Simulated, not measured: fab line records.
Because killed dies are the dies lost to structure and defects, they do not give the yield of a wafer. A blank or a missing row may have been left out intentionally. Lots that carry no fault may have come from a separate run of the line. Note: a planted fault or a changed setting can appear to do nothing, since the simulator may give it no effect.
fab line records -- flow n5Finfet
[record] lots = 7, wafers = 39
route steps=1938 shown DUMMY_GATE@228 SD_EPI_N@267 HKMG_FIN@403
startH: hours from the record's first day to the start of the lot's first wafer shown -- waitH: time in hours since the lot's previous step -- " as in the row above -- L1.1+2: a row that stands for several wafers -- - no value present, or no start provided -- * or withheld: withheld -- < > ~ a bound
route shown NAME@n: a module of which the file shows steps, and the number in the route of the first -- usual: mean/standard deviation of fault-free wafers -- same: alike in all rows -- chamber/n: place in a boat -- sites: the reading at each site -- _std_site: their standard deviation -- _edge_site: inner sites' mean taken away from outer sites' mean -- radiusMm: how far each site lies from the wafer's centre -- mask NAME#n: copy n -- behind: the most recent tool/chamber to have shaped the wafer -- hold: reason for holding the lot/hours on hold/outcome of the hold -- device: transistor that didn't switch, given as n, p or np -- end of line: tests of these same wafers at the route's end -- a step given without rows: its recipe and nothing more -- killed: the dies lost at the first sort to structure and to defects; this is not the yield of the wafer -- map: the dies of a wafer, with x for killed, . for not killed, _ for no die there
set.NAME: the setting that was run; set.NAME@STEP: the one run at that earlier step -- model.NAME: the simulator's own value behind a step, which no gauge read
lots where settings were altered on purpose, with a table for each step and a row for each wafer
[[steps]]
[step N5_DUMMY_GATE_EXPOSE_12]
[recipe] maskId = GATE, na = 0.33, sourceShape = annular, sigmaInner = 0.2, sigmaOuter = 0.6, polarization = unpolarized, targetCdNm = 25, doseMj = 34
lot.wafer,tool,chamber,startH,waitH,mask,set.doseMj
L077.1+5+6,euvScanner-02,0,66.21,-,GATE#0,32.57
L077.2+3+4,euvScanner-02,0,66.21,-,GATE#0,34
L078.1+3+6,euvScanner-01,0,71.01,-,GATE#0,34
L078.2+4+5,euvScanner-01,0,71.01,-,GATE#0,35.51
L081.1+2+5,euvScanner-02,0,86.79,-,GATE#0,35.27
L081.3+4+6,euvScanner-02,0,86.79,-,GATE#0,34
L088.1+2+3,euvScanner-02,0,134.05,-,GATE#0,34
L088.4+5+6,euvScanner-02,0,134.05,-,GATE#0,34.93
L090.1+2+5,euvScanner-02,0,145.16,-,GATE#0,34
L090.3+4+6,euvScanner-02,0,145.16,-,GATE#0,33.31
L093.1+3+6,euvScanner-01,0,158.96,-,GATE#0,34
L096.1+5+6,euvScanner-01,0,178.32,-,GATE#0,34
L096.2+3+4,euvScanner-01,0,178.32,-,GATE#0,36.04
[step N5_DUMMY_GATE_PEB_13]
[recipe] pebTempC = 100, pebTimeS = 60, resist = CAR-EUV
[step N5_DUMMY_GATE_DEVELOP_14]
[recipe] developTimeS = 30, developer = TMAH, resist = CAR-EUV, rinseLiquid = surfactantRinse, dry = airSpin, devTempC = 23
[step N5_DUMMY_GATE_CD_MEAS_15]
[recipe] targetCdNm = 25.8, landingEnergyEv = 500, detector = seInlens
[usual] cdNm = 24.93/0.27
lot.wafer,tool,chamber,startH,waitH,set.doseMj@DUMMY_GATE_EXPOSE_12,cdNm
L077.1,cdSem-03,0,66.34,-,32.57,26.16
L077.2,cdSem-03,0,66.34,-,34,25.49
L077.3,cdSem-03,0,66.34,-,34,24.91
L077.4,cdSem-03,0,66.34,-,34,25.73
L077.5,cdSem-03,0,66.34,-,32.57,26.17
L077.6,cdSem-03,0,66.34,-,32.57,26.45
L078.1,cdSem-01,0,71.14,-,34,25.01
L078.2,cdSem-01,0,71.14,-,35.51,23.98
L078.3,cdSem-01,0,71.14,-,34,24.89
L078.4,cdSem-01,0,71.14,-,35.51,23.84
L078.5,cdSem-01,0,71.14,-,35.51,23.96
L078.6,cdSem-01,0,71.14,-,34,24.55
L081.1,cdSem-02,0,86.92,-,35.27,24.31
L081.2,cdSem-02,0,86.92,-,35.27,24.46
L081.3,cdSem-02,0,86.92,-,34,24.71
L081.4,cdSem-02,0,86.92,-,34,24.98
L081.5,cdSem-02,0,86.92,-,35.27,24.18
L081.6,cdSem-02,0,86.92,-,34,24.94
L088.1,cdSem-03,0,134.18,-,34,24.99
L088.2,cdSem-03,0,134.18,-,34,24.82
L088.3,cdSem-03,0,134.18,-,34,25.10
L088.4,cdSem-03,0,134.18,-,34.93,24.19
L088.5,cdSem-03,0,134.18,-,34.93,24.43
L088.6,cdSem-03,0,134.18,-,34.93,24.32
L090.1,cdSem-02,0,145.29,-,34,24.86
L090.2,cdSem-02,0,145.29,-,34,24.83
L090.3,cdSem-02,0,145.29,-,33.31,25.20
L090.4,cdSem-02,0,145.29,-,33.31,25.43
L090.5,cdSem-02,0,145.29,-,34,24.66
L090.6,cdSem-02,0,145.29,-,33.31,25.30
L093.1,cdSem-03,0,159.09,-,34,24.60
L093.3,cdSem-03,0,159.09,-,34,24.81
L093.6,cdSem-03,0,159.09,-,34,24.79
L096.1,cdSem-03,0,178.45,-,34,24.90
L096.2,cdSem-03,0,178.45,-,36.04,23.89
L096.3,cdSem-03,0,178.45,-,36.04,24.07
L096.4,cdSem-03,0,178.45,-,36.04,24.07
L096.5,cdSem-03,0,178.45,-,34,25.44
L096.6,cdSem-03,0,178.45,-,34,24.95
[step N5_DUMMY_GATE_ETCH_32]
[recipe] chemistry = CF4, target = SiO2, targetDepthA = 35, timeS = 3.9, ionEnergyEv = 350, pressureMtorr = 10, icpW = 800, biasW = 400, cf4FlowSccm = 80
lot.wafer,tool,chamber,startH,waitH,set.timeS,model.etch.depthNm
L077.1,rieSi-02,3,67.15,0.1,3.9,3.504
L077.2,rieSi-02,2,67.15,0.1,3.9,3.361
L077.3,rieSi-02,1,67.15,0.1,3.9,3.384
L077.4,rieSi-02,2,67.15,0.1,3.9,3.365
L077.5,rieSi-02,3,67.15,0.1,3.9,3.492
L077.6,rieSi-02,1,67.15,0.1,3.9,3.404
L078.1,rieSi-06,1,72.01,0.1,3.211,2.932
L078.2,rieSi-06,3,72.01,0.1,3.9,3.393
L078.3,rieSi-06,2,72.01,0.1,3.211,2.97
L078.4,rieSi-06,0,72.01,0.1,3.9,3.486
L078.5,rieSi-06,2,72.01,0.1,3.211,2.987
L078.6,rieSi-06,3,72.01,0.1,3.9,3.448
L081.1,rieSi-06,2,87.73,0.1,4.212,3.883
L081.2,rieSi-06,3,87.73,0.1,3.9,3.406
L081.3,rieSi-06,0,87.73,0.1,3.9,3.478
L081.4,rieSi-06,1,87.73,0.1,3.9,3.623
L081.5,rieSi-06,3,87.73,0.1,4.212,3.704
L081.6,rieSi-06,2,87.73,0.1,4.212,3.908
L088.1,rieSi-04,0,135.42,0.1,4.214,3.723
L088.2,rieSi-04,1,135.42,0.1,3.9,3.354
L088.3,rieSi-04,3,135.42,0.1,4.214,3.514
L088.4,rieSi-04,2,135.42,0.1,3.9,3.584
L088.5,rieSi-04,1,135.42,0.1,3.9,3.381
L088.6,rieSi-04,0,135.42,0.1,4.214,3.751
L090.1,rieSi-04,3,146.09,0.1,3.9,3.26
L090.2,rieSi-04,1,146.09,0.1,3.9,3.36
L090.3,rieSi-04,0,146.09,0.1,3.9,3.449
L090.4,rieSi-04,2,146.09,0.1,3.474,3.217
L090.5,rieSi-04,0,146.09,0.1,3.474,3.096
L090.6,rieSi-04,1,146.09,0.1,3.474,3
L093.1,rieSi-04,3,160.02,0.1,3.9,3.226
L093.3,rieSi-04,1,160.02,0.1,3.9,3.361
L093.6,rieSi-04,2,160.02,0.1,3.9,3.582
L096.1,rieSi-06,1,179.27,0.1,3.075,2.843
L096.2,rieSi-06,3,179.27,0.1,3.075,2.696
L096.3,rieSi-06,0,179.27,0.1,3.9,3.45
L096.4,rieSi-06,2,179.27,0.1,3.075,2.82
L096.5,rieSi-06,0,179.27,0.1,3.9,3.441
L096.6,rieSi-06,3,179.27,0.1,3.9,3.463
[step N5_SD_EPI_N_EXPOSE_06]
[recipe] maskId = SD_N_BLK, na = 1.35, sourceShape = conventional, sigmaOuter = 0.8, polarization = unpolarized, targetCdNm = 120, doseMj = 39.75
lot.wafer,tool,chamber,startH,waitH,mask,set.doseMj
L077.1+2+4,arfiScanner-01,0,68.64,-,SD_N_BLK#0,37.97
L077.3+5+6,arfiScanner-01,0,68.64,-,SD_N_BLK#0,39.75
L078.1+2+3+4+5+6,arfiScanner-03,0,73.58,-,SD_N_BLK#0,39.75
L081.1+2+3+4+5+6,arfiScanner-02,0,89.33,-,SD_N_BLK#0,39.75
L088.1+2+4,arfiScanner-03,0,136.91,-,SD_N_BLK#0,39.75
L088.3+5+6,arfiScanner-03,0,136.91,-,SD_N_BLK#0,37.82
L090.1+4+6,arfiScanner-02,0,147.45,-,SD_N_BLK#0,42.69
L090.2+3+5,arfiScanner-02,0,147.45,-,SD_N_BLK#0,39.75
L093.1+3+6,arfiScanner-01,0,161.39,-,SD_N_BLK#0,39.75
L096.1+4+5,arfiScanner-03,0,180.63,-,SD_N_BLK#0,40.7
L096.2+3+6,arfiScanner-03,0,180.63,-,SD_N_BLK#0,39.75
[step N5_SD_EPI_N_PEB_07]
[recipe] pebTempC = 110, pebTimeS = 60, resist = CAR-ArF-block
[step N5_SD_EPI_N_DEVELOP_08]
[recipe] developTimeS = 30, developer = TMAH, resist = CAR-ArF-block, devTempC = 23, rinseLiquid = diw, dry = airSpin
[step N5_SD_EPI_N_CD_MEAS_09]
[recipe] targetCdNm = 120, landingEnergyEv = 500, detector = seInlens
[usual] cdNm = 120.0/0.88
lot.wafer,tool,chamber,startH,waitH,set.doseMj@SD_EPI_N_EXPOSE_06,cdNm
L077.1,cdSem-02,0,68.77,-,37.97,116.9
L077.2,cdSem-02,0,68.77,-,37.97,117.7
L077.3,cdSem-02,0,68.77,-,39.75,121.4
L077.4,cdSem-02,0,68.77,-,37.97,117.0
L077.5,cdSem-02,0,68.77,-,39.75,120.6
L077.6,cdSem-02,0,68.77,-,39.75,120.7
L078.1,cdSem-01,0,73.71,-,39.75,120.9
L078.2,cdSem-01,0,73.71,-,39.75,121.3
L078.3,cdSem-01,0,73.71,-,39.75,119.7
L078.4,cdSem-01,0,73.71,-,39.75,120.6
L078.5,cdSem-01,0,73.71,-,39.75,119.8
L078.6,cdSem-01,0,73.71,-,39.75,121.3
L081.1,cdSem-01,0,89.45,-,39.75,119.7
L081.2,cdSem-01,0,89.45,-,39.75,120.4
L081.3,cdSem-01,0,89.45,-,39.75,120.1
L081.4,cdSem-01,0,89.45,-,39.75,120.6
L081.5,cdSem-01,0,89.45,-,39.75,119.8
L081.6,cdSem-01,0,89.45,-,39.75,120.0
L088.1,cdSem-03,0,137.03,-,39.75,121.7
L088.2,cdSem-03,0,137.03,-,39.75,120.8
L088.3,cdSem-03,0,137.03,-,37.82,116.7
L088.4,cdSem-03,0,137.03,-,39.75,120.3
L088.5,cdSem-03,0,137.03,-,37.82,116.8
L088.6,cdSem-03,0,137.03,-,37.82,117.3
L090.1,cdSem-02,0,147.58,-,42.69,124.7
L090.2,cdSem-02,0,147.58,-,39.75,120.6
L090.3,cdSem-02,0,147.58,-,39.75,120.4
L090.4,cdSem-02,0,147.58,-,42.69,124.6
L090.5,cdSem-02,0,147.58,-,39.75,120.9
L090.6,cdSem-02,0,147.58,-,42.69,124.9
L093.1,cdSem-03,0,161.52,-,39.75,121.6
L093.3,cdSem-03,0,161.52,-,39.75,120.2
L093.6,cdSem-03,0,161.52,-,39.75,119.9
L096.1,cdSem-02,0,180.76,-,40.7,123.4
L096.2,cdSem-02,0,180.76,-,39.75,118.9
L096.3,cdSem-02,0,180.76,-,39.75,120.1
L096.4,cdSem-02,0,180.76,-,40.7,121.9
L096.5,cdSem-02,0,180.76,-,40.7,120.6
L096.6,cdSem-02,0,180.76,-,39.75,119.5
[step N5_SD_EPI_N_DESCUM_14]
[recipe] chemistry = O2, timeS = 7.9, sourcePowerW = 50, biasPowerW = 20, pressureMtorr = 20, rfFrequencyHz = 2.712e+07, tempC = 40, resist = CAR-ArF-block, o2FlowSccm = 225
lot.wafer,tool,chamber,startH,waitH,set.doseMj@SD_EPI_N_EXPOSE_06,model.SD_EPI_N.cdNm
L077.1+4,rieDiel-06,3,68.86,0.0,37.97,117.2
L077.2,rieDiel-06,1,68.86,0.0,37.97,117.8
L077.3,rieDiel-06,2,68.86,0.0,39.75,121
L077.5,rieDiel-06,2,68.86,0.0,39.75,120.6
L077.6,rieDiel-06,1,68.86,0.0,39.75,120.2
L078.1+3,rieDiel-06,"2,1",73.87,0.1,39.75,120.2
L078.2+4,rieDiel-06,"0,3",73.87,0.1,39.75,121
L078.5,rieDiel-06,2,73.87,0.1,39.75,119.4
L078.6,rieDiel-06,3,73.87,0.1,39.75,121.6
L081.1,rieDiel-05,0,89.54,0.0,39.75,119.8
L081.2+3,rieDiel-05,"1,2",89.54,0.0,39.75,120.4
L081.4,rieDiel-05,3,89.54,0.0,39.75,120.6
L081.5+6,rieDiel-05,"0,3",89.54,0.0,39.75,120
L088.1,rieDiel-03,2,137.12,0.0,39.75,121.8
L088.2,rieDiel-03,0,137.12,0.0,39.75,120.2
L088.3,rieDiel-03,3,137.12,0.0,37.82,116.8
L088.4,rieDiel-03,2,137.12,0.0,39.75,120.4
L088.5,rieDiel-03,0,137.12,0.0,37.82,116.6
L088.6,rieDiel-03,3,137.12,0.0,37.82,117.4
L090.1,rieDiel-05,3,148.13,0.5,42.69,125.2
L090.2,rieDiel-05,0,148.13,0.5,39.75,121
L090.3,rieDiel-05,2,148.13,0.5,39.75,120.2
L090.4,rieDiel-05,1,148.13,0.5,42.69,124.8
L090.5,rieDiel-05,1,148.13,0.5,39.75,120.8
L090.6,rieDiel-05,2,148.13,0.5,42.69,124.6
L093.1,rieDiel-03,2,162.03,0.5,39.75,121.4
L093.3,rieDiel-03,1,162.03,0.5,39.75,120
L093.6,rieDiel-03,3,162.03,0.5,39.75,119.8
L096.1,rieDiel-05,1,180.85,0.0,40.7,123
L096.2,rieDiel-05,3,180.85,0.0,39.75,119.2
L096.3,rieDiel-05,0,180.85,0.0,39.75,120.6
L096.4,rieDiel-05,2,180.85,0.0,40.7,121.8
L096.5,rieDiel-05,3,180.85,0.0,40.7,121
L096.6,rieDiel-05,2,180.85,0.0,39.75,120
[step N5_SD_EPI_N_ETCH_34]
[recipe] chemistry = CF4, target = SiARC, targetDepthA = 455, maskMaterial = CAR-ArF-block, timeS = 75.8, ionEnergyEv = 80, pressureMtorr = 40, sourceW = 545, biasW = 36, Ar_flow_sccm = 100, cf4FlowSccm = 100, ends = cleared
lot.wafer,tool,chamber,startH,waitH,set.doseMj@SD_EPI_N_EXPOSE_06,model.SD_EPI_N.cdNm
L077.1,rieDiel-06,3,68.89,0.0,37.97,117.2
L077.2,rieDiel-06,1,68.89,0.0,37.97,118
L077.3,rieDiel-06,2,68.89,0.0,39.75,121
L077.4,rieDiel-06,3,68.89,0.0,37.97,117
L077.5,rieDiel-06,2,68.89,0.0,39.75,120.4
L077.6,rieDiel-06,1,68.89,0.0,39.75,120.6
L078.1,rieDiel-06,2,73.91,0.0,39.75,120
L078.2,rieDiel-06,0,73.91,0.0,39.75,121
L078.3,rieDiel-06,1,73.91,0.0,39.75,120.4
L078.4,rieDiel-06,3,73.91,0.0,39.75,120.6
L078.5,rieDiel-06,2,73.91,0.0,39.75,119.4
L078.6,rieDiel-06,3,73.91,0.0,39.75,121.6
L081.1+6,rieDiel-05,"0,3",89.58,0.0,39.75,119.4
L081.2,rieDiel-05,1,89.58,0.0,39.75,120.8
L081.3,rieDiel-05,2,89.58,0.0,39.75,120.4
L081.4,rieDiel-05,3,89.58,0.0,39.75,120.2
L081.5,rieDiel-05,0,89.58,0.0,39.75,119.8
L088.1,rieDiel-03,2,137.16,0.0,39.75,122
L088.2+4,rieDiel-03,"0,2",137.16,0.0,39.75,120.4
L088.3,rieDiel-03,3,137.16,0.0,37.82,116.6
L088.5,rieDiel-03,0,137.16,0.0,37.82,116.8
L088.6,rieDiel-03,3,137.16,0.0,37.82,117
L090.1+4,rieDiel-05,"3,1",148.17,0.0,42.69,125.2
L090.2,rieDiel-05,0,148.17,0.0,39.75,120.8
L090.3,rieDiel-05,2,148.17,0.0,39.75,120.4
L090.5,rieDiel-05,1,148.17,0.0,39.75,121.4
L090.6,rieDiel-05,2,148.17,0.0,42.69,124.8
L093.1,rieDiel-03,2,162.07,0.0,39.75,121.8
L093.3+6,rieDiel-03,"1,3",162.07,0.0,39.75,119.8
L096.1,rieDiel-05,1,180.88,0.0,40.7,123.6
L096.2,rieDiel-05,3,180.88,0.0,39.75,118.8
L096.3,rieDiel-05,0,180.88,0.0,39.75,120.2
L096.4,rieDiel-05,2,180.88,0.0,40.7,122
L096.5,rieDiel-05,3,180.88,0.0,40.7,120.6
L096.6,rieDiel-05,2,180.88,0.0,39.75,120
[step N5_HKMG_FIN_ETCH_55]
[recipe] chemistry = N2/H2, target = SOC, targetDepthA = 2400, tempC = 40, timeS = 300, ionEnergyEv = 200, maskMaterial = SiARC, pressureMtorr = 30, sourceW = 840, biasW = 150, n2FlowSccm = 200, h2FlowSccm = 200
[usual] rfVppV = 523.7/1.9
lot.wafer,tool,chamber,startH,waitH,set.biasW,rfVppV,model.SiARC_of_HKMG_FIN_COAT_42.thkNm
L077.1,rieDiel-05,2,90.43,0.0,170.1,564.0,19
L077.2,rieDiel-05,0,90.43,0.0,150,523.5,21.2
L077.3,rieDiel-05,3,90.43,0.0,170.1,566.9,20.6
L077.4,rieDiel-05,1,90.43,0.0,170.1,568.8,19
L077.5,rieDiel-05,2,90.43,0.0,150,523.1,21.4
L077.6,rieDiel-05,3,90.43,0.0,150,523.0,22.6
L078.1,rieDiel-05,2,96.43,0.0,150,522.1,21.2
L078.2,rieDiel-05,1,96.43,0.0,150,525.4,21
L078.3,rieDiel-05,3,96.43,0.0,172.2,572.0,20
L078.4,rieDiel-05,0,96.43,0.0,172.2,570.5,18.4
L078.5,rieDiel-05,3,96.43,0.0,150,524.3,22.4
L078.6,rieDiel-05,2,96.43,0.0,172.2,569.7,18.8
L081.1,rieDiel-05,2,114.92,0.0,150,520.3,21.4
L081.2,rieDiel-05,3,114.92,0.0,150,522.5,22.4
L081.3,rieDiel-05,1,114.92,0.0,150,525.7,21.4
L081.4,rieDiel-05,0,114.92,0.0,150,522.3,21
L081.5,rieDiel-05,3,114.92,0.0,150,524.2,22.4
L081.6,rieDiel-05,0,114.92,0.0,150,522.0,20.8
L088.1,rieDiel-06,1,159.64,0.0,163.7,552.9,21
L088.2,rieDiel-06,3,159.64,0.0,150,526.3,21.8
L088.3,rieDiel-06,2,159.64,0.0,150,522.5,21.8
L088.4,rieDiel-06,0,159.64,0.0,163.7,555.1,19.6
L088.5,rieDiel-06,1,159.64,0.0,163.7,552.3,21
L088.6,rieDiel-06,2,159.64,0.0,150,524.8,21.8
L090.1,rieDiel-06,1,171.27,0.0,150,521.8,22.4
L090.2,rieDiel-06,3,171.27,0.0,150,526.1,21.8
L090.3,rieDiel-06,0,171.27,0.0,163.6,553.0,19.8
L090.4,rieDiel-06,3,171.27,0.0,150,524.7,21.8
L090.5,rieDiel-06,1,171.27,0.0,163.6,553.1,21
L090.6,rieDiel-06,0,171.27,0.0,163.6,555.0,19.6
L093.1,rieDiel-06,3,187.20,0.0,150,525.3,21.8
L093.3,rieDiel-06,0,187.20,0.0,150,525.5,21
L093.6,rieDiel-06,1,187.20,0.0,150,524.0,22.2
L096.1,rieDiel-03,1,203.77,0.0,150,521.3,21
L096.2,rieDiel-03,3,203.77,0.0,171.6,573.4,19
L096.3,rieDiel-03,0,203.77,0.0,150,523.2,21.6
L096.4,rieDiel-03,2,203.77,0.0,171.6,571.6,18.2
L096.5,rieDiel-03,1,203.77,0.0,150,522.0,21
L096.6,rieDiel-03,2,203.77,0.0,171.6,570.5,18.4
[[key]]
[split] step = N5_DUMMY_GATE_EXPOSE_12, setting = doseMj, stated = 34, by = wafer
[response] step = N5_DUMMY_GATE_CD_MEAS_15, reading = cdNm, change = -0.194, per = 1%, r = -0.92
[split] step = N5_DUMMY_GATE_ETCH_32, setting = timeS, stated = 3.9, by = wafer
[response] step = N5_DUMMY_GATE_ETCH_32, reading = model.etch.depthNm, change = +0.0295, per = 1%, r = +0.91
[split] step = N5_SD_EPI_N_EXPOSE_06, setting = doseMj, stated = 39.75, by = wafer
[response] step = N5_SD_EPI_N_CD_MEAS_09, reading = cdNm, change = +0.695, per = 1%, r = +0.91
[response] step = N5_SD_EPI_N_DESCUM_14, reading = model.SD_EPI_N.cdNm, change = +0.663, per = 1%, r = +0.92
[response] step = N5_SD_EPI_N_ETCH_34, reading = model.SD_EPI_N.cdNm, change = +0.687, per = 1%, r = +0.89
[split] step = N5_HKMG_FIN_ETCH_55, setting = biasW, stated = 150, by = wafer
[response] step = N5_HKMG_FIN_ETCH_55, reading = rfVppV, change = +3.27, per = 1%, r = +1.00
[response] step = N5_HKMG_FIN_ETCH_55, reading = model.SiARC_of_HKMG_FIN_COAT_42.thkNm, change = -0.172, per = 1%, r = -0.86
